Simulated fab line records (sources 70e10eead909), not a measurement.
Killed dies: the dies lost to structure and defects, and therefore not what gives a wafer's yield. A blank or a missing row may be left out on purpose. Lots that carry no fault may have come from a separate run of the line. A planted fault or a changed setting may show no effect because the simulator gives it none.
fab line records	flow nand_harc
record: lots: 12	wafers: 36	last_day: 33
route steps=1302 shown A_CONTACT@1051 END@1302
lots untouched by any fault: they come from a run of this same line in which no faults occurred
start_h: hours from the record's opening day to when the first of the lot's shown wafers began	wait_h: time in hours since the lot's previous step	" same as the row above	L1.1+2: a single row standing in for several wafers	- no value, or no start was given	* or withheld: withheld	< > ~ a bound
route shown NAME@n: NAME is a module with steps in the file, n the number in the route of the first one	usual: the fault-free wafers' mean and standard deviation	same: alike in all rows	chamber/n: place in a boat	sites: per-site readings	_std_site: standard deviation across them	_edge_site: the outer-site mean with the inner-site mean subtracted	radius_mm: how far each site lies from the wafer's centre	mask NAME#n: copy n	behind: the most recent tool/chamber to have shaped the wafer	hold: cause of the lot's hold/its duration in hours/its outcome	device: whichever transistor did not switch (one of n, p or np)	end of line: tests of these same wafers at the route's end	step lacking rows: just its recipe	killed: dies lost to structure and defects at the first sort, not the wafer's yield	map: a wafer's dies, x killed, . not, _ none there
set.NAME: the setting the step ran with; set.NAME@STEP: the setting that earlier step ran with	model.NAME: the simulator's own value behind a step, which no gauge read
the route's steps for a sample of lots (tables are steps, rows are wafers)
services: from which hour (start_h, from the record's first day; less than 0 if before it) a tool's chamber was out of use, for how many hours, and why
== steps ==
step: NHARC_A_CONTACT_ETCH_128
recipe: source_w: withheld	pressure_mtorr: 20	bias_v: 3000	time_s: 197	target_depth_a: 19180	ar_flow_sccm: withheld	c4f8_flow_sccm: withheld	o2_flow_sccm: withheld	chemistry: C4F8/O2/Ar
lot.wafer	tool	chamber	start_h	wait_h	rf_hours_counter_h
L389.2	har_cap_etch-03	0	514.47	0.1	42
L389.1	"	1	"	"	42
L389.3	"	1	"	"	-
L388.3	har_cap_etch-02	1	514.74	0.1	-
L388.5	"	0	"	"	-
L388.6	"	1	"	"	-
L393.3	har_cap_etch-01	1	573.28	0.1	-
L393.5	"	1	"	"	-
L393.6	"	0	"	"	-
L394.1	har_cap_etch-02	1	599.63	0.1	107
L394.4	"	0	"	"	-
L394.3	"	1	"	"	-
L396.1	har_cap_etch-01	0	605.01	0.1	16
L396.6	"	1	"	"	-
L396.5	"	0	"	"	-
L398.1	har_cap_etch-03	1	608.57	0.1	58
L398.3	"	0	"	"	-
L398.5	"	1	"	"	-
L404.1	har_cap_etch-03	0	655.02	0.1	69
L404.5	"	0	"	"	-
L404.6	"	1	"	"	-
L405.2	har_cap_etch-03	0	674.29	0.1	73
L405.1	"	1	"	"	73
L405.5	"	0	"	"	-
L408.1	har_cap_etch-02	1	698.98	0.1	125
L408.3	"	0	"	"	-
L408.4	"	1	"	"	-
L407.1	har_cap_etch-03	0	702.89	0.1	77
L407.3	"	1	"	"	-
L407.4	"	0	"	"	-
L406.2	har_cap_etch-01	1	705.34	0.1	36
L406.4	"	1	"	"	-
L406.6	"	1	"	"	-
L410.1	har_cap_etch-03	1	737.23	0.1	83
L410.2	"	0	"	"	83
L410.5	"	0	"	"	-
step: NHARC_A_CONTACT_ETCH_106
recipe: target_depth_a: 900	overetch_a: 90	time_s: 49.5	ion_energy_ev: 100	cf4_flow_sccm: 80	o2_flow_sccm: 20	ar_flow_sccm: 0	rf_w: 300	bias_w: 100	chemistry: CF4/O2
usual: drypump_motor_current_A: 5.9/0.47	mfc_ar_sccm: 0.004/0.0064	oes_ar_750_au: 1.000/0.0045	oes_f_703_au: 0.999/0.0038	oes_product_au: 1.003/0.01	rf_vpp_V: 198.3/1.5	showerhead_plenum_p_Torr: 1.36/0.069	throttle_valve_pct: 13.397/0.0093
lot.wafer	tool	chamber	start_h	wait_h	drypump_motor_current_A	mfc_ar_sccm	oes_ar_750_au	oes_f_703_au	oes_product_au	rf_hours_counter_h	rf_vpp_V	showerhead_plenum_p_Torr	throttle_valve_pct
L389.1	rie_diel-09	3	516.74	0.1	5.7	0	1.001	0.998	0.997	2	197.5	1.32	13.406
L389.3	"	0	"	"	5.2	0	0.999	1.004	1.008	2	198.1	1.42	13.405
L389.2	"	1	"	"	6.3	0	1.003	1.001	1.019	2	198.8	1.26	13.405
L388.3	rie_diel-11	2	517.67	0.1	6.5	0.004	0.999	0.998	0.997	25	197.0	1.31	13.414
L388.6	"	1	"	"	6.2	0	0.999	1.005	0.998	-	195.8	1.29	13.394
L388.5	"	2	"	"	6.6	0.004	1.005	0.998	0.982	-	197.2	1.31	13.392
L393.3	rie_diel-09	0	575.48	0.1	5.2	0	0.996	1.000	1.013	10	199.3	1.41	13.387
L393.5	"	1	"	"	6.3	0	1.002	0.998	1.006	-	197.4	1.26	13.404
L393.6	"	2	"	"	6.0	0.017	1.002	0.992	1.008	-	200.0	1.44	13.376
L394.1	rie_diel-09	2	601.82	0.1	6.0	0.017	0.996	0.998	0.997	15	200.3	1.44	13.398
L394.3	"	3	"	"	5.7	0	1.002	1.007	0.997	13	197.2	1.31	13.395
L394.4	"	0	"	"	5.2	0	0.995	0.996	1.021	14	199.7	1.41	13.400
L396.1	rie_diel-08	0	607.21	0.1	4.8	0.011	0.996	1.000	1.006	17	199.5	1.43	13.389
L396.6	"	3	"	"	6.2	0	0.999	1.000	0.995	-	200.5	1.41	13.407
L396.5	"	0	"	"	4.8	0.011	0.992	1.000	0.993	-	200.6	1.43	13.392
L398.1	rie_diel-09	3	610.72	0.1	5.7	0	1.003	0.999	1.013	15	197.2	1.31	13.400
L398.3	"	0	"	"	5.2	0	1.003	1.003	1.016	15	199.0	1.41	13.391
L398.5	"	2	"	"	6.0	0.017	1.002	1.003	0.997	-	200.1	1.44	13.380
L404.1	rie_diel-11	1	657.22	0.1	6.2	0	0.995	1.002	1.009	12	197.9	1.28	13.400
L404.6	"	3	"	"	6.1	0	0.996	0.996	1.001	-	198.0	1.34	13.402
L404.5	"	0	"	"	6.2	0.007	0.999	0.999	1.001	-	200.5	1.44	13.404
L405.2	rie_diel-11	3	676.49	0.1	6.1	0	1.003	0.997	0.997	19	198.2	1.33	13.387
L405.1	"	0	"	"	6.2	0.007	0.998	1.006	0.988	17	201.0	1.44	13.405
L405.5	"	2	"	"	6.6	0.004	0.999	1.004	0.985	-	197.1	1.29	13.405
L408.3	rie_diel-09	1	701.12	0.1	6.3	0	1.000	0.997	1.014	3	198.0	1.26	13.383
L408.4	"	3	"	"	5.7	0	0.992	1.000	0.977	2	196.7	1.31	13.402
L408.1	"	0	"	"	5.2	0	1.003	0.997	0.993	2	200.0	1.41	13.392
L407.1	rie_diel-09	0	705.36	0.1	5.2	0	1.008	0.997	0.991	3	200.0	1.41	13.396
L407.4	"	1	"	"	6.3	0	1.005	1.001	1.012	4	197.3	1.26	13.386
L407.3	"	2	"	"	6.0	0.017	1.002	0.999	0.998	4	199.7	1.44	13.392
L406.2	rie_diel-11	0	708.01	0.1	6.2	0.007	1.004	0.996	0.996	27	199.0	1.44	13.405
L406.4	"	2	"	"	6.6	0.004	0.998	0.995	0.992	28	197.6	1.29	13.413
L406.6	"	1	"	"	6.2	0	1.002	1.000	1.006	-	195.1	1.28	13.390
L410.1	rie_diel-08	0	739.41	0.1	4.8	0.011	0.990	1.004	0.996	1	198.7	1.42	13.412
L410.2	"	2	"	"	5.5	0	1.004	0.996	1.020	1	197.8	1.32	13.405
L410.5	"	0	"	"	4.9	0.011	1.009	1.003	0.978	-	199.6	1.42	13.392
step: NHARC_A_CONTACT_STRIP_82
recipe: o2_flow_sccm: 500	ar_flow_sccm: 0	bias_w: 0	chemistry: O2
usual: drypump_motor_current_A: 5.9/0.47	mfc_ar_sccm: 0.004/0.0065	oes_product_au: 1.001/0.011	rf_vpp_V: 57.8/0.91	showerhead_plenum_p_Torr: 3.58/0.18	throttle_valve_pct: 17.037/0.0083
lot.wafer	tool	chamber	start_h	wait_h	drypump_motor_current_A	mfc_ar_sccm	oes_product_au	rf_hours_counter_h	rf_vpp_V	showerhead_plenum_p_Torr	throttle_valve_pct
L389.2	rie_diel-09	3	-	-	5.7	0	1.003	2	57.9	3.48	17.047
L389.1	"	0	"	"	5.2	0	1.009	2	58.1	3.73	17.034
L389.3	"	1	"	"	6.3	0	1.012	2	57.6	3.34	17.038
L388.3	rie_diel-11	0	-	-	6.2	0.007	0.997	21	56.9	3.30	17.043
L388.5	"	0	"	"	6.2	0.007	0.999	-	57.0	3.30	17.034
L388.6	"	1	"	"	6.2	0	1.008	-	58.2	3.43	17.033
L393.3	rie_diel-09	3	-	-	5.7	0	1.009	10	57.4	3.48	17.036
L393.5	"	1	"	"	6.3	0	1.021	-	57.6	3.34	17.016
L393.6	"	2	"	"	6.0	0.017	0.999	-	58.5	3.80	17.017
L394.3	rie_diel-09	0	-	-	5.2	0	1.006	14	57.1	3.73	17.051
L394.4	"	1	"	"	6.3	0	1.011	15	55.7	3.34	17.049
L394.1	"	2	"	"	6.0	0.017	1.002	15	58.8	3.80	17.036
L396.1	rie_diel-08	2	-	-	5.5	0	1.001	15	58.7	3.52	17.037
L396.6	"	2	"	"	5.5	0	0.999	-	58.8	3.52	17.044
L396.5	"	3	"	"	6.3	0	0.993	-	57.2	3.73	17.040
L398.1	rie_diel-09	0	-	-	5.2	0	1.005	15	58.8	3.72	17.035
L398.3	"	1	"	"	6.3	0	1.003	16	56.9	3.34	17.018
L398.5	"	0	"	"	5.2	0	1.013	-	58.1	3.73	17.052
L404.1	rie_diel-11	2	-	-	6.6	0.004	0.991	12	56.9	3.43	17.030
L404.5	"	3	"	"	6.1	0	0.996	-	56.3	3.53	17.039
L404.6	"	0	"	"	6.2	0.007	0.994	-	57.5	3.80	17.044
L405.1	rie_diel-11	3	-	-	6.1	0	0.990	19	56.8	3.53	17.038
L405.2	"	0	"	"	6.2	0.007	0.992	17	57.7	3.80	17.034
L405.5	"	1	"	"	6.2	0	1.004	-	57.8	3.40	17.035
L408.4	rie_diel-09	3	-	-	5.7	0	0.975	2	57.0	3.47	17.020
L408.1	"	1	"	"	6.3	0	1.001	3	56.8	3.33	17.038
L408.3	"	2	"	"	6.0	0.017	0.990	2	58.7	3.79	17.038
L407.4	rie_diel-09	2	-	-	6.0	0.017	0.989	4	58.2	3.79	17.060
L407.3	"	3	"	"	5.7	0	0.971	3	56.2	3.47	17.038
L407.1	"	0	"	"	5.1	0	0.986	3	58.3	3.72	17.032
L406.4	rie_diel-11	1	-	-	6.2	0	1.010	27	57.3	3.39	17.028
L406.2	"	3	"	"	6.1	0	0.987	30	57.9	3.52	17.037
L406.6	"	0	"	"	6.2	0.007	0.996	-	57.7	3.79	17.029
L410.2	rie_diel-08	0	-	-	4.9	0.011	0.990	1	58.2	3.74	17.041
L410.1	"	2	"	"	5.5	0	1.014	1	58.9	3.50	17.041
L410.5	"	3	"	"	6.3	0	0.993	-	57.6	3.71	17.047
step: NHARC_A_CONTACT_DEP_85
recipe: target_thk_a: 600	target_thk_nm: 60	temp_c: 400	pressure_torr: 3.5	flow_sccm: 200	rf_w: 350	material: SiON
usual: chamber_pressure_Torr: 3.501/0.0081	heater_power_outer_w: 415/49	heater_power_w: 714/65
lot.wafer	tool	chamber	start_h	wait_h	chamber_pressure_Torr	heater_power_outer_w	heater_power_w	since_wet_clean_h
L389.1	pecvd-04	2	520.26	1.8	3.506	457	801	57
L389.2	"	0	"	"	3.497	344	642	57
L389.3	"	1	"	"	3.514	378	638	57
L388.3	pecvd-04	2	520.44	1.2	3.509	437	766	57
L388.5	"	2	"	"	3.507	462	772	-
L388.6	"	0	"	"	3.499	371	687	-
L393.3	pecvd-04	1	580.15	0.9	3.488	344	609	117
L393.5	"	2	"	"	3.503	520	841	-
L393.6	"	1	"	"	3.496	355	617	-
L394.1	pecvd-01	2	607.65	1.5	-	-	-	-
L394.3	"	0	"	"	-	-	-	-
L394.4	"	0	"	"	-	-	-	-
L396.1	pecvd-04	2	609.69	1.5	-	-	-	-
L396.5	"	1	"	"	-	-	-	-
L396.6	"	2	"	"	-	-	-	-
L398.3	pecvd-01	0	613.17	0.9	-	-	-	-
L398.1	"	1	"	"	-	-	-	-
L398.5	"	1	"	"	-	-	-	-
L404.1	pecvd-01	0	660.48	1.5	3.482	435	769	155
L404.6	"	2	"	"	3.500	468	729	-
L404.5	"	1	"	"	3.493	410	698	-
L405.2	pecvd-03	1	681.39	1.2	3.496	368	688	121
L405.1	"	0	"	"	3.494	417	713	121
L405.5	"	0	"	"	3.504	409	708	-
L408.3	pecvd-01	0	704.02	0.9	3.506	438	750	17
L408.1	"	2	"	"	3.514	427	645	17
L408.4	"	2	"	"	3.514	437	647	-
L407.1	pecvd-03	2	707.77	1.5	3.504	380	661	147
L407.3	"	0	"	"	3.502	447	740	148
L407.4	"	2	"	"	3.514	391	663	-
L406.2	pecvd-01	0	710.46	1.2	3.483	452	793	24
L406.4	"	2	"	"	3.500	442	656	-
L406.6	"	1	"	"	3.497	442	743	-
L410.2	pecvd-04	0	749.23	1.2	3.505	395	703	105
L410.1	"	1	"	"	3.508	412	683	105
L410.5	"	2	"	"	3.492	488	829	-
step: NHARC_END_SORT_01
recipe: temp_c: 25
usual: killed_at_array: 55/17	killed_at_other: 1.1/1.6	killed_at_periphery: 3.8/2.5	killed_dies: 60/18	killed_open: 3.3/1.9	killed_short: 2.5/1.7
same: gross_dies: 677
lot.wafer	tool	chamber	start_h	wait_h	killed_at_array	killed_at_other	killed_at_periphery	killed_dies	killed_open	killed_short
L394.1	prober-01	0	659.74	2.5	675	0	2	677	2	0
L394.3	prober-01	0	661.37	3.1	667	3	7	677	3	1
L394.4	prober-01	0	662.19	3.4	674	0	3	677	5	3
L396.1	prober-02	0	659.79	2.5	668	6	3	677	5	2
L396.5	prober-02	0	662.92	3.6	666	7	4	677	3	1
L396.6	prober-02	0	663.70	3.9	669	4	4	677	3	1
L398.1	prober-02	0	667.51	2.5	668	2	7	677	1	2
L398.3	prober-02	0	669.11	3.1	669	3	5	677	4	5
L398.5	prober-02	0	670.71	3.7	673	4	0	677	4	2
L404.1	prober-01	0	711.23	2.5	63	0	4	67	2	5
L404.5	prober-01	0	714.47	3.7	86	0	2	88	3	1
L404.6	prober-01	0	715.28	4.0	78	0	5	83	5	3
L405.1	prober-02	0	736.13	2.5	39	2	1	42	9	2
L405.2	prober-02	0	736.93	2.8	32	0	3	35	4	5
L405.5	prober-02	0	739.32	3.7	40	2	2	44	1	3
L408.1	prober-01	0	764.44	2.5	65	5	1	71	6	4
L408.3	prober-01	0	766.06	3.1	47	2	8	57	2	2
L408.4	prober-01	0	766.86	3.4	63	4	5	72	2	0
killed by level:class
L394.1 A_CONTACT:area_dep=583 A_CHANNEL_HOLE_D1:chamber_film_flake=36 A_SLIT:chamber_film_flake=34 A_STAIRCASE:chamber_film_flake=9 A_CHANNEL_HOLE_D2:chamber_film_flake=8 A_CONTACT:chamber_film_flake=3 P_GATE:chamber_film_flake=2 A_STAIRCASE:geometric_particle:open=1
L396.1 A_CONTACT:area_dep=650 A_CHANNEL_HOLE_D1:chamber_film_flake=6 THIN_TSV:chamber_film_flake=5 A_CONTACT:chamber_film_flake=4 A_WL_FILL:geometric_particle:short=2 P_ZERO_WELL:chamber_film_flake=2 P_GATE:geometric_particle:open=1 A_ONON_D2:geometric_particle:open=1
L394.3 A_CONTACT:area_dep=585 A_CHANNEL_HOLE_D1:chamber_film_flake=34 A_SLIT:chamber_film_flake=24 A_CHANNEL_HOLE_D2:chamber_film_flake=10 A_CONTACT:chamber_film_flake=7 A_STAIRCASE:chamber_film_flake=5 THIN_TSV:chamber_film_flake=3 P_ZERO_WELL:chamber_film_flake=2
L394.4 A_CONTACT:area_dep=597 A_CHANNEL_HOLE_D1:chamber_film_flake=42 A_SLIT:chamber_film_flake=12 A_CHANNEL_HOLE_D2:chamber_film_flake=9 A_STAIRCASE:chamber_film_flake=3 A_CONTACT:chamber_film_flake=3 P_M0:geometric_particle:short=1 P_M1:geometric_particle:open=1
L396.5 A_CONTACT:area_dep=647 A_CHANNEL_HOLE_D1:chamber_film_flake=8 THIN_TSV:chamber_film_flake=7 A_CONTACT:chamber_film_flake=3 P_ZERO_WELL:chamber_film_flake=2 A_SLIT:chamber_film_flake=2 P_M2:geometric_particle:open=1 A_ONON_D1:geometric_particle:open=1
L396.6 A_CONTACT:area_dep=654 A_CHANNEL_HOLE_D1:chamber_film_flake=8 THIN_TSV:chamber_film_flake=4 A_CONTACT:chamber_film_flake=3 P_GATE:geometric_particle:short=1 P_GATE:geometric_particle:open=1 A_ONON_D1:geometric_particle:open=1 A_BLC:geometric_particle:open=1
L398.1 A_CONTACT:area_dep=597 A_SLIT:chamber_film_flake=33 A_CHANNEL_HOLE_D1:chamber_film_flake=32 A_DECK1_JOINT:chamber_film_flake=2 P_ZERO_WELL:chamber_film_flake=2 THIN_TSV:chamber_film_flake=2 P_M0:geometric_particle:short=1 P_M1:geometric_particle:open=1
L398.3 A_CONTACT:area_dep=611 A_CHANNEL_HOLE_D1:chamber_film_flake=29 A_SLIT:chamber_film_flake=20 THIN_TSV:chamber_film_flake=3 P_BONDPAD:chamber_film_flake=2 P_GATE:geometric_particle:open=1 P_M0:geometric_particle:short=1 P_M0:geometric_particle:open=1
L398.5 A_CONTACT:area_dep=608 A_SLIT:chamber_film_flake=28 A_CHANNEL_HOLE_D1:chamber_film_flake=24 THIN_TSV:chamber_film_flake=4 A_STAIRCASE:chamber_film_flake=3 A_DECK1_JOINT:geometric_particle:open=2 A_M0:geometric_particle:short=2 A_M1:geometric_particle:open=1
L404.1 A_CHANNEL_HOLE_D1:chamber_film_flake=26 A_SLIT:chamber_film_flake=15 A_CHANNEL_HOLE_D2:chamber_film_flake=6 A_STAIRCASE:chamber_film_flake=3 A_M1:chamber_film_flake=3 A_WL_FILL:geometric_particle:short=2 A_DECK1_JOINT:chamber_film_flake=2 A_CONTACT:chamber_film_flake=2
L404.5 A_CHANNEL_HOLE_D1:chamber_film_flake=35 A_SLIT:chamber_film_flake=27 A_CHANNEL_HOLE_D2:chamber_film_flake=14 A_ZERO_WELL:chamber_film_flake=2 A_ONON_D1:geometric_particle:open=1 A_CHANNEL_HOLE_D1:geometric_particle:short=1 A_CHANNEL_FILL_D2:geometric_particle:open=1 A_M0:geometric_particle:open=1
L404.6 A_CHANNEL_HOLE_D1:chamber_film_flake=34 A_SLIT:chamber_film_flake=18 A_CHANNEL_HOLE_D2:chamber_film_flake=7 A_STAIRCASE:chamber_film_flake=4 A_CONTACT:chamber_film_flake=4 A_CHANNEL_FILL_D2:geometric_particle:open=2 P_GATE:chamber_film_flake=2 P_M2:chamber_film_flake=2
L405.1 A_CHANNEL_HOLE_D1:chamber_film_flake=12 A_SLIT:chamber_film_flake=8 A_STAIRCASE:chamber_film_flake=4 A_CONTACT:chamber_film_flake=3 A_CHANNEL_FILL_D1:geometric_particle:open=2 A_ONON_D2:geometric_particle:short=2 A_WL_FILL:geometric_particle:open=2 A_BLC:geometric_particle:open=2
L405.2 A_STAIRCASE:chamber_film_flake=8 A_CHANNEL_HOLE_D1:chamber_film_flake=7 A_SLIT:chamber_film_flake=4 A_M1:geometric_particle:open=2 P_ZERO_WELL:chamber_film_flake=2 A_CONTACT:chamber_film_flake=2 A_CHANNEL_HOLE_D1:geometric_particle:short=1 A_CHANNEL_FILL_D1:geometric_particle:short=1
L405.5 A_STAIRCASE:chamber_film_flake=12 A_CHANNEL_HOLE_D1:chamber_film_flake=9 A_SLIT:chamber_film_flake=8 A_CONTACT:chamber_film_flake=5 A_DECK1_JOINT:geometric_particle:short=2 P_STI:chamber_film_flake=2 THIN_TSV:chamber_film_flake=2 A_CHANNEL_HOLE_D2:geometric_particle:short=1
L408.1 A_CONTACT:chamber_film_flake=16 A_CHANNEL_HOLE_D2:chamber_film_flake=15 A_CHANNEL_HOLE_D1:chamber_film_flake=14 A_SLIT:chamber_film_flake=11 THIN_TSV:chamber_film_flake=5 A_CHANNEL_FILL_D2:geometric_particle:short=2 A_CHANNEL_FILL_D2:geometric_particle:open=2 P_CONTACT:geometric_particle:open=1
L408.3 A_CONTACT:chamber_film_flake=13 A_CHANNEL_HOLE_D2:chamber_film_flake=12 A_SLIT:chamber_film_flake=9 A_CHANNEL_HOLE_D1:chamber_film_flake=6 P_M0:chamber_film_flake=5 A_STAIRCASE:chamber_film_flake=3 THIN_TSV:chamber_film_flake=2 P_M0:geometric_particle:open=1
L408.4 A_CHANNEL_HOLE_D2:chamber_film_flake=20 A_CHANNEL_HOLE_D1:chamber_film_flake=13 A_CONTACT:chamber_film_flake=13 A_SLIT:chamber_film_flake=11 P_M0:chamber_film_flake=4 THIN_TSV:chamber_film_flake=4 A_STAIRCASE:chamber_film_flake=2 A_CONTACT:geometric_particle:open=1
== services ==
tool	chamber	start_h	hours	kind
pecvd-01	-	492.64	13.0	pm
rie_diel-09	-	497.14	9.0	pm
har_cap_etch-01	-	498.16	17.0	pm
rie_diel-09	1	539.40	16.1	repair
rie_diel-08	-	544.93	9.0	pm
pecvd-03	-	547.31	13.0	pm
rie_diel-08	1	558.67	8.7	repair
pecvd-04	1	560.85	5.8	repair
rie_diel-08	-	586.61	0.7	repair
rie_diel-11	1	592.30	20.3	repair
har_cap_etch-02	-	596.77	0.3	repair
pecvd-03	2	604.12	21.4	repair
rie_diel-11	-	612.99	9.0	pm
pecvd-03	1	616.84	8.5	repair
rie_diel-09	-	620.17	1.2	repair
pecvd-04	-	631.00	13.0	pm
pecvd-01	-	673.64	13.0	pm
rie_diel-09	-	674.14	9.0	pm
pecvd-04	-	685.33	1.9	repair
rie_diel-08	3	700.99	14.5	repair
rie_diel-11	2	702.89	3.4	repair
har_cap_etch-01	-	707.27	0.3	repair
rie_diel-08	-	723.74	9.0	pm
rie_diel-09	3	725.36	9.6	repair
== key ==
first_sign: step: NHARC_A_CONTACT_DEP_85	reading: tool_record	direction: missing
effect: step: NHARC_END_SORT_01	reading: killed_at_array	direction: up	sigmas: 35	usual: 55	struck: 670
more_kills_born_at: NHARC_A_CONTACT_DEP_85@pecvd-01: 3581	NHARC_A_CONTACT_DEP_85@pecvd-04: 1951
met_at NHARC_A_CONTACT_DEP_85
struck_lots L394,L396,L398
later_rows_left_out L394.1,L394.3,L394.4,L396.1,L396.5,L396.6,L398.1,L398.3,L398.5
tester_left_out L394,L396,L398
not_acting_at NHARC_A_CONTACT_ETCH_128,NHARC_A_CONTACT_ETCH_106,NHARC_A_CONTACT_STRIP_82
onset_between 580.15 607.65
fault: kind: skipped_step_whole	tool: pecvd-01,pecvd-04	chamber: -	onset_h: 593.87	steps: NHARC_A_CONTACT_DEP_85	scope: struck_lots_only
tester_left_out: of these lots the tester's yield and bins aren't shown, on N5 and GAA mostly nor the transistor test; their killed dies are dies lost to structure and defects alone, not to doping, threshold or leakage, so they don't give the yield
later_rows_left_out: the simulator's readings of these wafers behind a module that went badly wrong aren't trusted and aren't shown, but for the sort
